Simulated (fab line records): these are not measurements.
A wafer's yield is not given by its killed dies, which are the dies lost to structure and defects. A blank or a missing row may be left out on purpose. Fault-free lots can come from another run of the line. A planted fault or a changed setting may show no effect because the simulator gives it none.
fab line records	flow n5_finfet
record lots=10	wafers=26	last_day=17
route steps=1938 shown BEOL_M8@1355 PASSIVATION@1936
lots that met no fault: from a run of the same line without faults
start_h: hours from the record's opening day to when the first of the lot's shown wafers began	wait_h: how many hours have passed since the lot's step before this one	" as in the row above	L1.1+2: a row that stands for several wafers	- no value, or no start given	* or withheld: withheld	< > ~ a bound
route shown NAME@n: a module of which the file shows steps, and the number in the route of the first	usual: average and standard deviation across the fault-free wafers	same: alike in all rows	chamber/n: place in a boat	sites: the reading at each site	_std_site: how widely they spread, as a standard deviation	_edge_site: outer sites' mean less inner sites'	radius_mm: for every site, how far away it sits from the centre of the wafer	mask NAME#n: copy n	behind: the last tool/chamber to shape the wafer	hold: reason for holding the lot/hours on hold/outcome of the hold	device: the n, p or np transistor that did not switch	end of line: the same wafers' tests at the end of the route	a step with no rows: only its recipe	killed: dies lost to structure and defects at the first sort, not the wafer's yield	map: dies across one wafer; x = killed, . = not, _ = none there
set.NAME: the setting as run; set.NAME@STEP: as run at that earlier step	model.NAME: the simulator's own value behind a step, which no gauge read
the route's steps for a sample of lots (tables are steps, rows are wafers)
services: when a tool's chamber went out of use (start_h, in hours from the record's first day, below 0 if earlier), for how many hours, and the reason
## steps
# step N5_BEOL_M8_CD_MEAS_18
# recipe pitch_nm=80	target_cd_nm=40
# usual cd_nm=40.2/0.53
lot.wafer	tool	chamber	start_h	wait_h	cd_nm
L817.1	cd_sem-03	-	208.57	0.0	41.0
L817.3	"	-	"	"	40.4
L817.5	"	-	"	"	39.6
L819.3	cd_sem-03	-	226.66	0.1	40.2
L819.5	"	-	"	"	39.5
L819.6	"	-	"	"	39.6
L824.2	cd_sem-01	-	266.44	0.1	39.8
L824.3	"	-	"	"	40.3
L824.5	"	-	"	"	40.6
L826.1	cd_sem-03	-	274.66	0.0	39.8
L826.2	"	-	"	"	40.1
L826.4	"	-	"	"	39.7
L828.1	cd_sem-03	-	284.60	0.0	40.5
L828.4	"	-	"	"	39.8
L828.6	"	-	"	"	40.5
L831.4	cd_sem-02	-	295.40	0.1	40.7
L831.5	"	-	"	"	40.8
L831.6	"	-	"	"	39.7
L832.1	cd_sem-01	-	303.62	0.0	40.5
L832.2	"	-	"	"	40.6
L832.6	"	-	"	"	39.9
L834.6	cd_sem-02	-	317.38	0.0	40.5
L836.6	cd_sem-02	-	321.11	0.0	40.3
L838.2	cd_sem-01	-	342.75	0.1	39.4
L838.3	"	-	"	"	39.2
L838.5	"	-	"	"	39.0
# step N5_BEOL_M8_DESCUM_33
# recipe chemistry=O2	time_s=7	source_power_w=50	bias_power_w=20	pressure_mtorr=20	rf_frequency_hz=2.712e+07	temp_c=40	resist=CAR-EUV	o2_flow_sccm=225
# usual drypump_motor_current_A=5.9/0.4	oes_product_au=0.82/0.11	rf_vpp_V=242.9/1.2	showerhead_plenum_p_Torr=2.06/0.068	throttle_valve_pct=20.31/0.22
lot.wafer	tool	chamber	start_h	wait_h	drypump_motor_current_A	oes_product_au	rf_hours_counter_h	rf_vpp_V	showerhead_plenum_p_Torr	throttle_valve_pct
L817.1	rie_diel-03	0	209.12	0.0	6.3	0.66	249	241.8	2.06	20.64
L817.3	"	1	"	"	6.3	0.76	131	243.8	2.10	20.45
L817.5	"	3	"	"	6.0	0.73	-	242.8	2.05	20.05
L819.3	rie_diel-05	0	227.77	0.4	5.7	0.69	238	243.9	2.17	20.49
L819.5	"	3	"	"	6.5	0.69	-	244.0	2.15	20.66
L819.6	"	0	"	"	5.7	0.69	-	244.1	2.17	20.49
L824.2	rie_diel-05	2	268.82	0.0	5.5	0.87	49	242.5	2.03	20.07
L824.3	"	3	"	"	6.5	0.67	235	244.2	2.15	20.70
L824.5	"	1	"	"	5.2	0.68	-	243.2	2.16	20.84
L826.1	rie_diel-03	2	275.10	0.0	5.4	0.94	19	242.2	2.03	19.97
L826.2	"	0	"	"	6.3	0.96	10	242.5	2.06	20.27
L826.4	"	1	"	"	6.3	0.75	-	241.9	2.09	20.48
L828.1	rie_diel-03	0	286.15	0.4	6.3	0.95	15	242.4	2.06	20.26
L828.4	"	2	"	"	5.5	0.93	24	242.5	2.03	19.98
L828.6	"	0	"	"	6.3	0.94	-	242.7	2.06	20.27
L831.4	rie_diel-03	1	296.55	0.2	6.3	0.74	162	243.6	2.09	20.51
L831.5	"	1	"	"	6.3	0.74	-	243.4	2.09	20.51
L831.6	"	0	"	"	6.3	0.94	-	241.6	2.06	20.26
L832.1	rie_diel-03	3	305.65	0.0	5.9	0.70	240	243.9	2.04	20.10
L832.2	"	0	"	"	6.3	0.95	22	243.2	2.05	20.26
L832.6	"	2	"	"	5.5	0.92	-	243.1	2.03	19.99
L834.6	rie_diel-03	3	320.20	0.0	5.9	0.69	-	242.9	2.04	20.08
L836.6	rie_diel-03	3	321.58	0.0	5.9	0.69	-	242.3	2.04	20.09
L838.2	rie_diel-05	2	346.21	0.0	5.5	0.83	81	243.6	2.02	20.12
L838.3	"	0	"	"	5.7	0.93	29	242.4	2.15	20.11
L838.5	"	1	"	"	5.2	0.93	-	243.9	2.15	20.57
# step N5_BEOL_M8_ETCH_72
# recipe chemistry=N2/H2	target=underlayer	target_depth_a=65	mask_material=CAR-EUV	time_s=5.2	ion_energy_ev=200	pressure_mtorr=30	source_w=840	bias_w=150	n2_flow_sccm=200	h2_flow_sccm=200	ends=cleared
# usual bias_w=150.0/0.44	drypump_motor_current_A=5.9/0.4	etch_rf_on_time_s=5.12/0.12	oes_product_au=0.70/0.096	rf_vpp_V=523.1/2.4	showerhead_plenum_p_Torr=2.51/0.077	throttle_valve_pct=17.74/0.21
lot.wafer	tool	chamber	start_h	wait_h	bias_w	drypump_motor_current_A	etch_rf_on_time_s	oes_product_au	rf_hours_counter_h	rf_vpp_V	showerhead_plenum_p_Torr	throttle_valve_pct
L817.1	rie_diel-03	0	209.16	0.0	150.8	6.3	5.28	0.57	249	521.3	2.50	18.00
L817.3	"	1	"	"	150.1	6.4	5.21	0.65	131	525.5	2.54	17.78
L817.5	"	3	"	"	149.7	5.9	5.08	0.62	-	524.1	2.54	17.72
L819.3	rie_diel-05	0	227.80	0.0	149.5	5.8	5.07	0.60	238	523.9	2.60	17.79
L819.5	"	3	"	"	150.5	6.5	5.02	0.60	-	525.4	2.63	18.29
L819.6	"	0	"	"	150.0	5.8	5.13	0.59	-	527.5	2.60	17.78
L824.2	rie_diel-05	2	268.85	0.0	149.3	5.5	5.20	0.73	49	520.7	2.47	17.49
L824.3	"	3	"	"	149.7	6.5	5.02	0.58	235	525.5	2.63	18.30
L824.5	"	1	"	"	149.7	5.2	5.14	0.58	-	524.7	2.60	18.11
L826.1	rie_diel-03	2	275.13	0.0	149.4	5.5	5.01	0.82	19	521.9	2.48	17.44
L826.2	"	0	"	"	149.3	6.3	5.07	0.83	10	522.6	2.49	17.60
L826.4	"	1	"	"	149.6	6.3	5.25	0.63	-	523.1	2.53	17.81
L828.1	rie_diel-03	0	286.18	0.0	149.7	6.3	5.12	0.82	15	520.9	2.49	17.60
L828.4	"	2	"	"	150.1	5.5	4.96	0.81	24	522.7	2.47	17.48
L828.6	"	0	"	"	149.2	6.3	5.05	0.82	-	522.4	2.49	17.64
L831.4	rie_diel-03	1	296.58	0.0	149.9	6.4	5.21	0.63	162	521.7	2.52	17.82
L831.5	"	1	"	"	150.6	6.4	5.18	0.63	-	523.0	2.52	17.83
L831.6	"	0	"	"	150.2	6.3	5.03	0.81	-	522.2	2.49	17.60
L832.1	rie_diel-03	3	305.68	0.0	150.5	5.9	5.08	0.59	240	521.7	2.52	17.81
L832.2	"	0	"	"	149.9	6.3	5.01	0.80	22	524.7	2.49	17.62
L832.6	"	2	"	"	149.9	5.4	4.95	0.79	-	521.7	2.47	17.48
L834.6	rie_diel-03	3	320.23	0.0	149.9	6.0	5.09	0.59	-	521.5	2.52	17.77
L836.6	rie_diel-03	3	321.61	0.0	150.1	5.9	5.02	0.59	-	523.1	2.52	17.79
L838.2	rie_diel-05	2	346.25	0.0	149.6	5.5	5.20	0.70	81	521.5	2.46	17.53
L838.3	"	0	"	"	150.3	5.8	5.04	0.79	29	524.6	2.58	17.40
L838.5	"	1	"	"	150.2	5.2	4.96	0.79	-	524.2	2.59	17.77
# step N5_BEOL_M8_TRENCH_ETCH_37
# recipe chemistry=C4F6/O2	target_depth_a=934.78	target=SiCOH_lowk	time_s=31.2	ion_energy_ev=250	pressure_mtorr=30	source_w=345	bias_w=185	Ar_flow_sccm=300	C4F6_flow_sccm=10	O2_flow_sccm=10
# usual C4F6_flow_sccm=10.01/0.033	bias_w=185.0/0.53	drypump_motor_current_A=5.9/0.4	oes_product_au=0.82/0.11	rf_vpp_V=664/16	showerhead_plenum_p_Torr=2.82/0.085	throttle_valve_pct=20.85/0.21
lot.wafer	tool	chamber	start_h	wait_h	C4F6_flow_sccm	bias_w	drypump_motor_current_A	oes_product_au	rf_hours_counter_h	rf_vpp_V	showerhead_plenum_p_Torr	throttle_valve_pct
L817.1	rie_diel-03	0	209.39	-	10.02	185.3	6.3	0.67	249	659	2.79	21.03
L817.3	"	1	"	"	9.99	184.1	6.3	0.77	131	646	2.87	21.02
L817.5	"	3	"	"	10.01	184.2	5.9	0.71	-	647	2.83	20.74
L819.3	rie_diel-05	0	228.04	-	10.03	185.2	5.8	0.69	239	668	2.92	20.83
L819.5	"	3	"	"	9.91	184.4	6.5	0.70	-	673	2.94	21.27
L819.6	"	0	"	"	10.01	184.9	5.8	0.69	-	667	2.92	20.83
L824.2	rie_diel-05	2	269.09	-	10.01	184.7	5.5	0.86	49	683	2.78	20.63
L824.3	"	3	"	"	10.02	184.9	6.5	0.69	235	671	2.93	21.28
L824.5	"	1	"	"	10.02	185.1	5.1	0.68	-	666	2.92	21.26
L826.1	rie_diel-03	2	275.37	-	9.95	185.0	5.5	0.95	19	649	2.79	20.59
L826.2	"	0	"	"	10.01	185.4	6.3	0.96	10	658	2.78	20.66
L826.4	"	1	"	"	10.01	185.1	6.3	0.74	-	647	2.86	21.08
L828.1	rie_diel-03	0	286.42	-	10.04	184.9	6.3	0.96	15	658	2.78	20.67
L828.4	"	2	"	"	10.02	184.4	5.5	0.94	24	648	2.79	20.61
L828.6	"	0	"	"	9.99	185.5	6.3	0.97	-	658	2.78	20.65
L831.4	rie_diel-03	1	296.82	-	10.02	185.4	6.3	0.73	162	646	2.85	21.09
L831.5	"	1	"	"	10.03	185.4	6.3	0.73	-	647	2.85	21.07
L831.6	"	0	"	"	9.99	185.0	6.3	0.94	-	659	2.78	20.68
L832.1	rie_diel-03	3	305.92	-	10.02	185.3	5.9	0.69	240	647	2.82	20.78
L832.2	"	0	"	"	10.08	184.2	6.3	0.94	22	659	2.78	20.69
L832.6	"	2	"	"	9.98	184.1	5.5	0.93	-	649	2.78	20.63
L834.6	rie_diel-03	3	320.47	-	9.97	122.3	5.9	0.64	-	466	2.81	20.75
L836.6	rie_diel-03	3	321.85	-	9.95	123.1	5.9	0.64	-	466	2.81	20.75
L838.2	rie_diel-05	2	346.48	-	9.97	185.4	5.5	0.82	81	683	2.77	20.69
L838.3	"	0	"	"	10.02	184.7	5.7	0.92	29	666	2.90	20.48
L838.5	"	1	"	"	9.96	185.3	5.2	0.92	-	667	2.91	20.96
# step N5_BEOL_M8_OCD_MEAS_38
# usual trench_depth_nm=94.2/1.6
lot.wafer	tool	chamber	start_h	wait_h	trench_depth_nm
L817.1	ocd-01	-	209.55	-	91.9
L817.3	"	-	"	"	93.4
L817.5	"	-	"	"	95.4
L819.3	ocd-01	-	228.20	-	93.5
L819.5	"	-	"	"	95.5
L819.6	"	-	"	"	93.5
L824.2	ocd-02	-	269.25	-	92.8
L824.3	"	-	"	"	94.8
L824.5	"	-	"	"	92.8
L826.1	ocd-02	-	275.53	-	95.8
L826.2	"	-	"	"	93.7
L826.4	"	-	"	"	92.0
L828.1	ocd-02	-	286.57	-	95.3
L828.4	"	-	"	"	95.5
L828.6	"	-	"	"	95.3
L831.4	ocd-01	-	296.98	-	91.0
L831.5	"	-	"	"	92.6
L831.6	"	-	"	"	94.7
L832.1	ocd-01	-	306.08	-	94.9
L832.2	"	-	"	"	95.6
L832.6	"	-	"	"	97.0
L834.6	ocd-01	-	320.63	-	84.0
L836.6	ocd-02	-	322.00	-	84.2
L838.2	ocd-01	-	346.64	-	92.7
L838.3	"	-	"	"	95.4
L838.5	"	-	"	"	95.3
# step N5_BEOL_M8_THK_MEAS_53
# recipe thk_meas_gauge=xrf	reads=Cu_of_BEOL_M8_ECD_50
# usual M8_THK=80.2/2
lot.wafer	tool	chamber	start_h	wait_h	M8_THK[nm]
L817.1	film_metro-02	-	215.62	-	76.6
L817.3	"	-	"	"	76.4
L817.5	"	-	"	"	80.9
L819.3	film_metro-01	-	235.26	-	80.0
L819.5	"	-	"	"	83.6
L819.6	"	-	"	"	80.6
L824.2	film_metro-01	-	273.28	-	81.0
L824.3	"	-	"	"	83.2
L824.5	"	-	"	"	80.3
L826.1	film_metro-02	-	279.42	-	82.6
L826.2	"	-	"	"	80.9
L826.4	"	-	"	"	77.8
L828.1	film_metro-01	-	288.87	-	82.1
L828.4	"	-	"	"	82.2
L828.6	"	-	"	"	81.7
L831.4	film_metro-02	-	301.35	-	77.6
L831.5	"	-	"	"	79.3
L831.6	"	-	"	"	80.1
L832.1	film_metro-01	-	308.60	-	80.6
L832.2	"	-	"	"	79.8
L832.6	"	-	"	"	81.2
L834.6	film_metro-01	-	323.04	-	70.0
L836.6	film_metro-01	-	324.58	-	70.1
L838.2	film_metro-01	-	349.16	-	79.9
L838.3	"	-	"	"	82.9
L838.5	"	-	"	"	81.0
# step N5_BEOL_M8_RS_MEAS_57
# recipe thk_meas_gauge=four-point-probe	reads=Cu_of_BEOL_M8_ECD_50+Co_of_BEOL_M8_CVD_78+TaN_of_BEOL_M8_ALD_77
# usual M8_RS=0.282/0.0079
lot.wafer	tool	chamber	start_h	wait_h	M8_RS[ohm/sq]
L817.1	film_metro-01	-	215.79	0.1	0.297
L817.3	"	-	"	"	0.298
L817.5	"	-	"	"	0.277
L819.3	film_metro-01	-	235.39	0.1	0.283
L819.5	"	-	"	"	0.269
L819.6	"	-	"	"	0.279
L824.2	film_metro-02	-	273.41	0.1	0.280
L824.3	"	-	"	"	0.272
L824.5	"	-	"	"	0.284
L826.1	film_metro-01	-	279.55	0.1	0.272
L826.2	"	-	"	"	0.279
L826.4	"	-	"	"	0.291
L828.1	film_metro-01	-	289.00	0.1	0.275
L828.4	"	-	"	"	0.275
L828.6	"	-	"	"	0.275
L831.4	film_metro-02	-	301.48	0.0	0.291
L831.5	"	-	"	"	0.284
L831.6	"	-	"	"	0.280
L832.1	film_metro-02	-	308.73	0.1	0.279
L832.2	"	-	"	"	0.282
L832.6	"	-	"	"	0.275
L834.6	film_metro-02	-	323.17	0.0	0.334
L836.6	film_metro-01	-	324.71	0.0	0.332
L838.2	film_metro-01	-	349.33	0.1	0.281
L838.3	"	-	"	"	0.272
L838.5	"	-	"	"	0.280
# step N5_PASSIVATION_PROBE_49
# usual defect_limited_yield=91.3/1.3	killed_at_M0_to_M3=35/9.3	killed_at_M4_up=14/5.2	killed_at_contacts=12/5.9	killed_at_front_end=38/11	killed_at_other=4/3.7	killed_dies=103/15	killed_open=67/12	killed_short=34/8	sort_bin_5_function=5.1/0.88	sort_bin_6_memory=3.3/0.65	sort_bin_8_speed=0.00/0.03	sort_n_pass=1077/15	sort_yield_pct=91.3/1.3
# same gross_dies=1180	killed_at_back_side=0	sort_bin_4_leakage[%]=0
lot.wafer	tool	chamber	start_h	wait_h	defect_limited_yield[%]	killed_at_M0_to_M3	killed_at_M4_up	killed_at_contacts	killed_at_front_end	killed_at_other	killed_dies	killed_open	killed_short	sort_bin_5_function[%]	sort_bin_6_memory[%]	sort_bin_8_speed[%]	sort_n_pass	sort_yield_pct[%]
L817.1	prober-01	-	285.41	0.4	91.3	27	11	13	46	6	103	68	34	5.8	2.6	0	1077	91.3
L817.3	prober-01	-	285.51	0.5	92.2	39	10	14	21	8	92	61	29	4.7	2.6	0	1088	92.2
L817.5	prober-01	-	285.61	0.6	92.7	35	14	12	22	3	86	59	26	3.4	3.7	0	1094	92.7
L824.2	prober-02	-	341.97	0.1	89.9	39	21	15	44	0	119	92	27	6.8	2.9	0	1061	89.9
L824.3	prober-02	-	342.02	0.1	89.7	47	21	7	30	16	121	79	40	5.5	4.6	0	1059	89.7
L824.5	prober-02	-	342.12	0.2	92.0	39	16	6	27	6	94	56	35	4.8	3.0	0	1086	92.0
L828.1	prober-01	-	355.96	0.0	94.7	26	5	13	17	1	62	36	25	3.0	1.9	0	1118	94.7
L828.4	prober-01	-	356.11	0.2	92.4	37	13	1	32	7	90	51	39	4.4	2.9	0	1090	92.4
L828.6	prober-01	-	356.21	0.3	90.7	43	14	15	35	3	110	65	42	5.4	3.5	0	1070	90.7
L838.2	prober-01	-	407.63	0.1	93.4	20	6	15	36	1	78	45	32	4.0	2.3	0	1102	93.4
L838.3	prober-01	-	407.68	0.1	91.7	33	17	15	29	4	98	63	34	4.9	3.1	0	1082	91.7
L838.5	prober-01	-	407.78	0.2	91.9	30	15	8	36	6	95	60	32	4.8	2.8	0	1085	91.9
# killed by level:class
L817.1 BEOL_M3:geometric_particle:open=14 STI_FIN_REVEAL:geometric_particle:open=13 MOL_CONTACT_COAG:geometric_particle:open=10 BEOL_M0_SAQP:geometric_particle:short=6 STARTING-WAFER:geometric_particle:short=6 FIN_SAQP:geometric_particle:open=4 STARTING-WAFER:geometric_particle:open=4 BEOL_M0_SAQP:geometric_particle:open=4
L817.3 BEOL_M0_SAQP:geometric_particle:open=12 MOL_CONTACT_COAG:geometric_particle:open=10 BEOL_M3:geometric_particle:open=9 BEOL_M0_SAQP:geometric_particle:short=9 DUMMY_GATE:geometric_particle:open=5 BEOL_M1:geometric_particle:open=5 MOL_CONTACT_COAG:geometric_particle:short=4 FIN_SAQP:geometric_particle:short=3
L817.5 BEOL_M0_SAQP:geometric_particle:open=12 MOL_CONTACT_COAG:geometric_particle:open=11 BEOL_M3:geometric_particle:open=7 STI_FIN_REVEAL:geometric_particle:open=5 BEOL_M0_SAQP:geometric_particle:short=5 BEOL_M3:geometric_particle:short=5 DUMMY_GATE:geometric_particle:open=4 BEOL_M4:geometric_particle:open=4
L824.2 MOL_CONTACT_COAG:geometric_particle:open=14 FIN_SAQP:geometric_particle:open=13 BEOL_M4:geometric_particle:open=11 STI_FIN_REVEAL:geometric_particle:open=9 BEOL_M3:geometric_particle:open=8 BEOL_M0_SAQP:geometric_particle:open=8 FIN_SAQP:geometric_particle:short=7 BEOL_M0_SAQP:geometric_particle:short=6
L824.3 BEOL_M0_SAQP:geometric_particle:short=11 BEOL_M0_SAQP:geometric_particle:open=11 BEOL_M2:geometric_particle:open=11 BEOL_M4:geometric_particle:open=9 STI_FIN_REVEAL:geometric_particle:open=8 FIN_SAQP:geometric_particle:open=7 MOL_CONTACT_COAG:geometric_particle:open=7 BEOL_M0:geometric_particle:open=6
L824.5 BEOL_M0_SAQP:geometric_particle:short=9 BEOL_M0_SAQP:geometric_particle:open=8 BEOL_M3:geometric_particle:open=7 MOL_CONTACT_COAG:geometric_particle:open=5 BEOL_M3:geometric_particle:short=5 BEOL_M4:geometric_particle:open=5 BEOL_M5:geometric_particle:open=5 FIN_SAQP:geometric_particle:open=4
L828.1 BEOL_M0_SAQP:geometric_particle:open=10 BEOL_M0_SAQP:geometric_particle:short=8 MOL_CONTACT_COAG:geometric_particle:open=7 MOL_CONTACT_COAG:geometric_particle:short=6 FIN_SAQP:geometric_particle:open=4 FIN_SAQP:geometric_particle:short=4 BEOL_M1:geometric_particle:open=4 DUMMY_GATE:geometric_particle:open=3
L828.4 BEOL_M0_SAQP:geometric_particle:short=14 BEOL_M0_SAQP:geometric_particle:open=11 GATE_CUT:geometric_particle:short=7 BEOL_M4:geometric_particle:open=6 BEOL_M3:geometric_particle:open=5 DUMMY_GATE:geometric_particle:short=4 BEOL_M2:geometric_particle:open=4 FIN_SAQP:geometric_particle:open=3
L828.6 BEOL_M0_SAQP:geometric_particle:short=18 MOL_CONTACT_COAG:geometric_particle:open=12 BEOL_M0_SAQP:geometric_particle:open=10 FIN_SAQP:geometric_particle:short=6 BEOL_M4:geometric_particle:open=6 FIN_SAQP:geometric_particle:open=5 STI_FIN_REVEAL:geometric_particle:open=4 DUMMY_GATE:geometric_particle:open=4
L838.2 MOL_CONTACT_COAG:geometric_particle:open=11 FIN_SAQP:geometric_particle:short=8 FIN_SAQP:geometric_particle:open=7 BEOL_M1:geometric_particle:short=5 ILD0:geometric_particle:open=4 MOL_CONTACT_COAG:geometric_particle:short=4 BEOL_M3:geometric_particle:open=4 BEOL_M2:geometric_particle:open=4
L838.3 MOL_CONTACT_COAG:geometric_particle:open=12 BEOL_M0_SAQP:geometric_particle:short=9 DUMMY_GATE:geometric_particle:open=8 BEOL_M4:geometric_particle:open=8 BEOL_M3:geometric_particle:open=7 FIN_SAQP:geometric_particle:open=6 BEOL_M0_SAQP:geometric_particle:open=5 BEOL_M2:geometric_particle:open=5
L838.5 BEOL_M4:geometric_particle:open=11 FIN_SAQP:geometric_particle:short=7 BEOL_M0_SAQP:geometric_particle:open=7 BEOL_M1:geometric_particle:open=7 FIN_SAQP:geometric_particle:open=6 STI_FIN_REVEAL:geometric_particle:open=6 STARTING-WAFER:geometric_particle:short=6 MOL_CONTACT_COAG:geometric_particle:open=5
## services
tool	chamber	start_h	hours	kind
rie_diel-03	2	203.59	-	clean
rie_diel-03	2	203.59	-	consumable_replace:focus_ring
rie_diel-03	2	203.59	17.8	scheduled_down
rie_diel-03	2	203.59	17.8	vent_cycle
rie_diel-03	1	217.32	3.5	repair
rie_diel-03	0	221.39	-	clean
rie_diel-03	0	221.39	-	consumable_replace:focus_ring
rie_diel-03	0	221.39	21.7	scheduled_down
rie_diel-03	0	221.39	21.7	vent_cycle
rie_diel-05	3	253.97	1.8	repair
rie_diel-05	0	257.65	-	clean
rie_diel-05	0	257.65	-	consumable_replace:focus_ring
rie_diel-05	0	257.65	22.0	scheduled_down
rie_diel-05	0	257.65	22.0	vent_cycle
rie_diel-03	3	272.91	8.3	repair
rie_diel-05	1	279.73	-	clean
rie_diel-03	2	308.08	2.5	repair
rie_diel-03	3	308.34	5.9	repair
rie_diel-03	1	314.59	8.3	repair
rie_diel-05	2	335.38	4.5	repair
rie_diel-03	3	337.16	-	clean
rie_diel-03	3	337.16	-	consumable_replace:focus_ring
rie_diel-03	3	337.16	15.6	scheduled_down
rie_diel-03	3	337.16	15.6	vent_cycle
## key
first_sign step=N5_BEOL_M8_TRENCH_ETCH_37	reading=bias_w	direction=down	sigmas=99+	usual=*	struck=*
effect step=N5_BEOL_M8_TRENCH_ETCH_37	reading=rf_vpp_V	direction=down	sigmas=13	usual=664	struck=466
effect step=N5_BEOL_M8_OCD_MEAS_38	reading=trench_depth_nm	direction=down	sigmas=6.2	usual=94.2	struck=84.1
effect step=N5_BEOL_M8_THK_MEAS_53	reading=M8_THK	direction=down	sigmas=5.1	usual=80.2	struck=70.1
effect step=N5_BEOL_M8_RS_MEAS_57	reading=M8_RS	direction=up	sigmas=6.4	usual=0.282	struck=0.333
met_at N5_BEOL_M8_TRENCH_ETCH_37
struck_lots L834,L836
struck_wafers L834.6,L836.6
rows_end L834.6,L836.6
not_acting_at N5_BEOL_M8_CD_MEAS_18,N5_BEOL_M8_DESCUM_33,N5_BEOL_M8_ETCH_72
onset_between 305.92 320.47
fault kind=process_parameter_drift	tool=rie_diel-03	chamber=3	onset_h=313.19	steps=N5_BEOL_M8_TRENCH_ETCH_37	channel=bias_w	offset=*	shape=step	acts_in=*	stated=*
# rows_end: these wafers met a further fault down the route, and their rows from its step on are left out
